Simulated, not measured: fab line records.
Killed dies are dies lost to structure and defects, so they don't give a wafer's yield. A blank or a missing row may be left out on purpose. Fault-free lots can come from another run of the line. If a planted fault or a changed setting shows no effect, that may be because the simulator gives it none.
Split-lot study ; flow n5_finfet ; 21 wafers read from 7 lots, route of 1938 steps

== ABOUT THE SPLIT ==
At N5_BEOL_M11_HM_DEP_02 (deposits TiN, target thk 20 nm), the setting target_thk_a was moved away from the recipe's 200 angstrom on 9 of the 21 wafers read, by -7.1% to +12.9%. For the rest of the wafers, this setting stayed at what the recipe calls for.

== FROM THE SPLIT TO THE READING: what the file shows between them, 5 steps ==
- N5_BEOL_M11_COAT_59: time 60 s, resist thk 100 nm
- N5_BEOL_M11_COAT_60: time 60 s, resist thk 30 nm
- N5_BEOL_M11_STRIP_68: strips in N2/H2
- N5_BEOL_M11_STRIP_67: strips in CF4
- N5_BEOL_M11_HM_OPEN_17: chemistry Cl2/BCl3, target TiN, target depth 20 nm, overetch 6 nm

== THE READING ==
TiN_of_BEOL_M11_HM_DEP_02.thk_nm (the simulator's own value, which no gauge read), in nm, at N5_BEOL_M11_TRENCH_ETCH_37 (etches SiCOH lowk in C4F6/O2, target depth 148.83 nm, time 48 s). The file does not state a usual value for it. Here, 12 wafers ran the recipe; their average is 15.9 nm with a standard deviation of 0.28 nm.

wafer;tool, chamber at the split;target_thk_a as run, angstrom;against the recipe;TiN_of_BEOL_M11_HM_DEP_02.thk_nm, nm;against lot-mates on the recipe
L076.2;pvd_sputter-02, -;200;recipe;15.6;-
L076.4;pvd_sputter-02, -;200;recipe;15.6;-
L076.5;pvd_sputter-02, -;219.8;+9.9%;18;+2.4
L078.4;pvd_sputter-01, -;215.5;+7.7%;17;+0.8
L078.5;pvd_sputter-01, -;215.5;+7.7%;18;+1.8
L078.6;pvd_sputter-01, -;200;recipe;16.2;-
L080.2;pvd_sputter-03, -;200;recipe;16.4;-
L080.3;pvd_sputter-03, -;200;recipe;15.6;-
L080.4;pvd_sputter-03, -;224.3;+12.2%;18.6;+2.6
L088.1;pvd_sputter-01, -;200;recipe;16.2;-
L088.2;pvd_sputter-01, -;225.9;+12.9%;18.6;+2.4
L088.4;pvd_sputter-01, -;225.9;+12.9%;19;+2.8
L089.1;pvd_sputter-01, -;200;recipe;15.8;-
L089.3;pvd_sputter-01, -;200;recipe;15.8;-
L089.4;pvd_sputter-01, -;200;recipe;15.8;-
L087.1;pvd_sputter-03, -;200;recipe;16.2;-
L087.2;pvd_sputter-03, -;185.8;-7.1%;14.8;-1.1
L087.5;pvd_sputter-03, -;200;recipe;15.6;-
L097.1;pvd_sputter-01, -;220;+10.0%;17.2;+1.2
L097.3;pvd_sputter-01, -;200;recipe;16;-
L097.5;pvd_sputter-01, -;220;+10.0%;17;+1.0

FIT RESULTS
A straight line over all 21 wafers: TiN_of_BEOL_M11_HM_DEP_02.thk_nm changes by +0.193 nm for each +1% of target_thk_a; r = +0.94; the points scatter about the line by 0.41 nm.
The same after taking each lot's own level away (the mean of its wafers on the recipe; 21 wafers): +0.181 nm for each +1%; r = +0.94; scatter 0.39 nm.
On that fit, the largest move of target_thk_a shifts the reading by 2.3 nm.
The lots' own levels span 15.60 to 16.20 nm, that is 2.2 times the standard deviation above.
The two slopes agree, so the slope changes little with the lot-to-lot level.
Check: for one of the wafers moved furthest among these (+12.9%), held out of the fit, the line's prediction against its lot-mates is +2.34 nm. Against them it came out at +2.4 nm.

== ADDITIONAL SPLITS CARRIED BY THESE WAFERS ==
Note: prior to the reading, these wafers also went through further splits. Each is held against what the fit with the lots' levels taken away leaves over:
other split on the same wafers;wafers away from the commonest value;r with TiN_of_BEOL_M11_HM_DEP_02.thk_nm (lot level and that fit taken away)
N5_BEOL_M8_EXPOSE_25 dose_mj;9;+0.20
N5_BEOL_M10_COAT_64 spin_rpm;8;-0.49
N5_BEOL_M10_COAT_22 spin_rpm;10;+0.27

== THE WHOLE CHAIN: every reading that the file lists as answering this split, in the file's order ==
step;what it does;reading;change (the file's fit);r (the file's)
N5_BEOL_M11_HM_DEP_02;deposits TiN, target thk 20 nm;TiN_of_BEOL_M11_HM_DEP_02.thk_nm (the simulator's own value, which no gauge read);+0.197 nm for each +1% of the setting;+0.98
N5_BEOL_M11_HM_OPEN_17;chemistry Cl2/BCl3, target TiN, target depth 20 nm, overetch 6 nm;etch.depth_nm (the simulator's own value, which no gauge read);+0.197 nm for each +1% of the setting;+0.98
N5_BEOL_M11_TRENCH_ETCH_37;etches SiCOH lowk in C4F6/O2, target depth 148.83 nm, time 48 s;TiN_of_BEOL_M11_HM_DEP_02.thk_nm (the simulator's own value, which no gauge read);+0.189 nm for each +1% of the setting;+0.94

== THE FILE'S OWN FIT ==
TiN_of_BEOL_M11_HM_DEP_02.thk_nm changes by +0.189 nm for each +1% of target_thk_a, r = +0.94.
